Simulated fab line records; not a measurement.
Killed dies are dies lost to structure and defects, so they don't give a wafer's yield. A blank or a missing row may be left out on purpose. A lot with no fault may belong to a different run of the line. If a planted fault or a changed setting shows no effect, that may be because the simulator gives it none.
Lot-split experiment / flow n5 finfet / on a route of 1938 steps: 7 lots, 21 wafers read

THE SPLIT
At N5_BEOL_M1_COAT_05 (resist thk 30 nm), the setting spin rpm was moved away from the recipe's 1500 rpm on 10 of the 21 wafers read, by -10.9% to +9.0%. For the rest of the wafers, this setting stayed at what the recipe calls for.

FROM THE SPLIT TO THE READING: what the file shows between them, 4 steps
- N5_BEOL_M1_EBR_07
- N5_BEOL_M1_SOFTBAKE_06: time 60 s
- N5_BEOL_M1_DESCUM_16: chemistry O2, time 7 s
- N5_BEOL_M1_ETCH_74: etches underlayer in N2/H2, target depth 6.5 nm, time 5.2 s

THE READING
CAR-EUV_of_BEOL_M1_COAT_05.thk nm (the simulator's own value, which no gauge read), in nm, at N5_BEOL_M1_ETCH_63 (etches SiARC in CF4, target depth 15.6 nm, time 26 s). There is no usual value for it anywhere in the file. Here, 11 wafers ran the recipe; their average is 11.1 nm with a standard deviation of 0.096 nm.

wafer=L076.1; tool, chamber at the split=litho track-04, 0; spin rpm as run, rpm=1500; against the recipe=recipe; CAR-EUV_of_BEOL_M1_COAT_05.thk nm, nm=11.2; against lot-mates on the recipe=-
wafer=L076.2; tool, chamber at the split=litho track-04, 0; spin rpm as run, rpm=1551; against the recipe=+3.4%; CAR-EUV_of_BEOL_M1_COAT_05.thk nm, nm=10.6; against lot-mates on the recipe=-0.5
wafer=L076.3; tool, chamber at the split=litho track-04, 0; spin rpm as run, rpm=1500; against the recipe=recipe; CAR-EUV_of_BEOL_M1_COAT_05.thk nm, nm=11; against lot-mates on the recipe=-
wafer=L080.1; tool, chamber at the split=litho track-03, 0; spin rpm as run, rpm=1500; against the recipe=recipe; CAR-EUV_of_BEOL_M1_COAT_05.thk nm, nm=11.2; against lot-mates on the recipe=-
wafer=L080.4; tool, chamber at the split=litho track-03, 0; spin rpm as run, rpm=1500; against the recipe=recipe; CAR-EUV_of_BEOL_M1_COAT_05.thk nm, nm=11; against lot-mates on the recipe=-
wafer=L080.5; tool, chamber at the split=litho track-03, 0; spin rpm as run, rpm=1500; against the recipe=recipe; CAR-EUV_of_BEOL_M1_COAT_05.thk nm, nm=11; against lot-mates on the recipe=-
wafer=L083.2; tool, chamber at the split=litho track-05, 0; spin rpm as run, rpm=1500; against the recipe=recipe; CAR-EUV_of_BEOL_M1_COAT_05.thk nm, nm=11.2; against lot-mates on the recipe=-
wafer=L083.3; tool, chamber at the split=litho track-05, 0; spin rpm as run, rpm=1500; against the recipe=recipe; CAR-EUV_of_BEOL_M1_COAT_05.thk nm, nm=11.2; against lot-mates on the recipe=-
wafer=L083.4; tool, chamber at the split=litho track-05, 0; spin rpm as run, rpm=1500; against the recipe=recipe; CAR-EUV_of_BEOL_M1_COAT_05.thk nm, nm=11.2; against lot-mates on the recipe=-
wafer=L084.3; tool, chamber at the split=litho track-05, 0; spin rpm as run, rpm=1554; against the recipe=+3.6%; CAR-EUV_of_BEOL_M1_COAT_05.thk nm, nm=10.6; against lot-mates on the recipe=-0.6
wafer=L084.4; tool, chamber at the split=litho track-05, 0; spin rpm as run, rpm=1554; against the recipe=+3.6%; CAR-EUV_of_BEOL_M1_COAT_05.thk nm, nm=10.6; against lot-mates on the recipe=-0.6
wafer=L084.6; tool, chamber at the split=litho track-05, 0; spin rpm as run, rpm=1500; against the recipe=recipe; CAR-EUV_of_BEOL_M1_COAT_05.thk nm, nm=11.2; against lot-mates on the recipe=-
wafer=L085.3; tool, chamber at the split=litho track-04, 0; spin rpm as run, rpm=1635; against the recipe=+9.0%; CAR-EUV_of_BEOL_M1_COAT_05.thk nm, nm=9.8; against lot-mates on the recipe=-1.4
wafer=L085.4; tool, chamber at the split=litho track-04, 0; spin rpm as run, rpm=1635; against the recipe=+9.0%; CAR-EUV_of_BEOL_M1_COAT_05.thk nm, nm=10; against lot-mates on the recipe=-1.2
wafer=L085.6; tool, chamber at the split=litho track-04, 0; spin rpm as run, rpm=1500; against the recipe=recipe; CAR-EUV_of_BEOL_M1_COAT_05.thk nm, nm=11.2; against lot-mates on the recipe=-
wafer=L090.1; tool, chamber at the split=litho track-03, 0; spin rpm as run, rpm=1375; against the recipe=-8.3%; CAR-EUV_of_BEOL_M1_COAT_05.thk nm, nm=12.4; against lot-mates on the recipe=no lot-mate on the recipe
wafer=L090.3; tool, chamber at the split=litho track-03, 0; spin rpm as run, rpm=1375; against the recipe=-8.3%; CAR-EUV_of_BEOL_M1_COAT_05.thk nm, nm=12.4; against lot-mates on the recipe=no lot-mate on the recipe
wafer=L090.4; tool, chamber at the split=litho track-03, 0; spin rpm as run, rpm=1375; against the recipe=-8.3%; CAR-EUV_of_BEOL_M1_COAT_05.thk nm, nm=12.6; against lot-mates on the recipe=no lot-mate on the recipe
wafer=L093.1; tool, chamber at the split=litho track-05, 0; spin rpm as run, rpm=1336; against the recipe=-10.9%; CAR-EUV_of_BEOL_M1_COAT_05.thk nm, nm=12.8; against lot-mates on the recipe=+1.8
wafer=L093.5; tool, chamber at the split=litho track-05, 0; spin rpm as run, rpm=1336; against the recipe=-10.9%; CAR-EUV_of_BEOL_M1_COAT_05.thk nm, nm=12.8; against lot-mates on the recipe=+1.8
wafer=L093.3; tool, chamber at the split=litho track-05, 0; spin rpm as run, rpm=1500; against the recipe=recipe; CAR-EUV_of_BEOL_M1_COAT_05.thk nm, nm=11; against lot-mates on the recipe=-

FIT RESULTS
A straight line over all 21 wafers: CAR-EUV_of_BEOL_M1_COAT_05.thk nm changes by -0.15 nm for each +1% of spin rpm; r = -0.99; the points scatter about the line by 0.1 nm.
The same after taking each lot's own level away (the mean of its wafers on the recipe; 18 wafers): -0.157 nm for each +1%; r = -1.00; scatter 0.08 nm.
That fit puts the effect of the largest move of spin rpm on the reading at 1.7 nm.
The span of the lots' own levels, 11.00 to 11.20 nm, comes to 2.1 times the standard deviation stated above.
The two slopes agree, so the slope changes little with the lot-to-lot level.
Check: for one of the wafers moved furthest among these (-10.9%), held out of the fit, the line's prediction against its lot-mates is +1.7 nm. It came out at +1.8 nm against them.

THESE WAFERS: OTHER SPLITS
Other splits were also applied to these wafers ahead of the reading. Each is held against what the fit with the lots' levels taken away leaves over:
other split on the same wafers=N5_MOL_CONTACT_COAG_DESCUM_45 time s; wafers away from the commonest value=7; r with CAR-EUV_of_BEOL_M1_COAT_05.thk nm (lot level and that fit taken away)=-0.24
other split on the same wafers=N5_MOL_CONTACT_COAG_ETCH_67 source w; wafers away from the commonest value=5; r with CAR-EUV_of_BEOL_M1_COAT_05.thk nm (lot level and that fit taken away)=+0.30
other split on the same wafers=N5_MOL_CONTACT_COAG_CVD_140 target thk a; wafers away from the commonest value=9; r with CAR-EUV_of_BEOL_M1_COAT_05.thk nm (lot level and that fit taken away)=+0.27
other split on the same wafers=N5_BEOL_M0_SAQP_PECVD_00 time s; wafers away from the commonest value=6; r with CAR-EUV_of_BEOL_M1_COAT_05.thk nm (lot level and that fit taken away)=+0.16

THE WHOLE CHAIN: every reading that the file lists as answering this split, in the file's order
step=N5_BEOL_M1_COAT_05; what it does=resist thk 30 nm; reading=CAR-EUV_of_BEOL_M1_COAT_05.thk nm (the simulator's own value, which no gauge read); change (the file's fit)=-0.154 nm for each +1% of the setting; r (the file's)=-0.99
step=N5_BEOL_M1_ETCH_63; what it does=etches SiARC in CF4, target depth 15.6 nm, time 26 s; reading=CAR-EUV_of_BEOL_M1_COAT_05.thk nm (the simulator's own value, which no gauge read); change (the file's fit)=-0.157 nm for each +1% of the setting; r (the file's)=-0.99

THE FILE'S OWN FIT
CAR-EUV_of_BEOL_M1_COAT_05.thk nm changes by -0.157 nm for each +1% of spin rpm, r = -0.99.
